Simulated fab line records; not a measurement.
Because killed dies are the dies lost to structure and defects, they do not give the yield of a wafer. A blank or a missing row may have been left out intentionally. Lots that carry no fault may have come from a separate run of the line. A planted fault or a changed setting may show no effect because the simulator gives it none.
Which tool did it? | flow n5Finfet | Sampling: 22 lots, 66 wafers, 2 of 1938 route steps

== WHAT THE GAUGES READ, wafer by wafer ==
N5_BEOL_M2_OVL_MEAS_12.
lot  | measured     | on         | M2_OVL (nm)
L074 | day 6 15:58  | overlay-01 | -0.4 0.1 0.6
L076 | day 6 17:19  | overlay-01 | 1.3 0.6 1.8
L075 | day 7 00:27  | overlay-02 | 0.2 0.0 -0.9
L077 | day 7 08:10  | overlay-01 | 0.9 0.6 0.1
L078 | day 7 08:35  | overlay-01 | 0.6 0.3 0.2
L080 | day 8 08:42  | overlay-01 | -0.4 -0.3 -0.2
L081 | day 8 10:44  | overlay-02 | -0.6 -0.1 0.6
L082 | day 8 12:10  | overlay-02 | -1.8 0.6 -0.4
L083 | day 8 16:50  | overlay-02 | -0.2 -1.2 0.0
L085 | day 9 06:05  | overlay-02 | 0.2 -0.1 -0.6
L084 | day 9 09:02  | overlay-02 | 0.6 0.2 0.7
L087 | day 10 13:52 | overlay-02 | 0.8 0.0 -0.2
L086 | day 10 18:31 | overlay-02 | 0.5 -0.4 0.0
L089 | day 10 21:19 | overlay-02 | 0.0 -0.2 -1.2
L088 | day 10 23:52 | overlay-02 | 0.1 -0.8 -1.1
L090 | day 11 00:28 | overlay-01 | -0.6 -0.5 0.2
L093 | day 11 20:35 | overlay-02 | -1.9 -1.5 0.0
L091 | day 12 01:32 | overlay-02 | 0.0 -0.8 0.1
L094 | day 12 02:14 | overlay-02 | -0.2 0.1 0.5
L095 | day 12 04:37 | overlay-01 | -0.1 -0.2 0.2
L092 | day 12 05:22 | overlay-01 | 0.6 0.5 0.3
L097 | day 13 02:19 | overlay-01 | -0.1 0.2 0.3

== WHICH TOOL RAN EACH LOT (tool, then ch and the chambers of the sampled wafers, then the start) ==
lot  | N5_BEOL_M1_ANNEAL_95
L074 | pvdSputter-01, day 6 11:47
L076 | pvdSputter-01, day 6 14:47
L075 | pvdSputter-02, day 6 19:52
L077 | pvdSputter-03, day 7 03:02
L078 | pvdSputter-02, day 7 06:04
L080 | pvdSputter-02, day 8 06:17
L081 | pvdSputter-03, day 8 08:10
L082 | pvdSputter-02, day 8 09:44
L083 | pvdSputter-02, day 8 14:33
L085 | pvdSputter-03, day 9 03:39
L084 | pvdSputter-03, day 9 06:02
L087 | pvdSputter-01, day 10 11:24
L086 | pvdSputter-01, day 10 16:40
L089 | pvdSputter-01, day 10 19:08
L088 | pvdSputter-02, day 10 21:32
L090 | pvdSputter-01, day 10 22:29
L093 | pvdSputter-03, day 11 18:26
L091 | pvdSputter-01, day 11 23:14
L094 | pvdSputter-03, day 12 00:04
L095 | pvdSputter-01, day 12 01:27
L092 | pvdSputter-03, day 12 03:29
L097 | pvdSputter-03, day 13 00:09
- N5_BEOL_M1_ANNEAL_95: time 240 s.

== AS READ BY THE TOOLS THEMSELVES (means over the sampled wafers that have a number; for cases with no such wafer, the mark the record gives instead) ==
N5_BEOL_M1_ANNEAL_95.
lot  | tool          | heaterPowerW (W)
L074 | pvdSputter-01 | 885
L076 | pvdSputter-01 | 881
L075 | pvdSputter-02 | 816
L077 | pvdSputter-03 | 805
L078 | pvdSputter-02 | 837
L080 | pvdSputter-02 | 845
L081 | pvdSputter-03 | 789
L082 | pvdSputter-02 | 835
L083 | pvdSputter-02 | 845
L085 | pvdSputter-03 | 775
L084 | pvdSputter-03 | 844
L087 | pvdSputter-01 | 887
L086 | pvdSputter-01 | 872
L089 | pvdSputter-01 | 827
L088 | pvdSputter-02 | 851
L090 | pvdSputter-01 | 803
L093 | pvdSputter-03 | 899
L091 | pvdSputter-01 | 918
L094 | pvdSputter-03 | 756
L095 | pvdSputter-01 | 838
L092 | pvdSputter-03 | 792
L097 | pvdSputter-03 | 840

== THE ANSWER, worked out from the rows above alone ==
Rule: usual is defined by the lots themselves. The widest of any qualifying gaps counts: lots, ordered by their means at a reading, are off when they make up no more than a third of the lots, leave a main group of 4 or more, and stand apart from it by 3 or more times the standard deviation of that group's means. The tables above print the reading to a certain number of digits; a main group whose means all agree to those digits is not used. Also off: a lot with no number at a reading for which 4 or more lots have one. All remaining lots with rows at the step are treated as sound. After the gauges, taken in route order, come the tools' own readings; for these a lot's mean is taken, as printed above. At the first step where some lot is off, the reading lying furthest off is the one used; lots without a number count as furthest.
No lot is off at any reading shown: from this, nothing can be told.

== WHAT WAS PUT IN BY THE SIMULATOR ==
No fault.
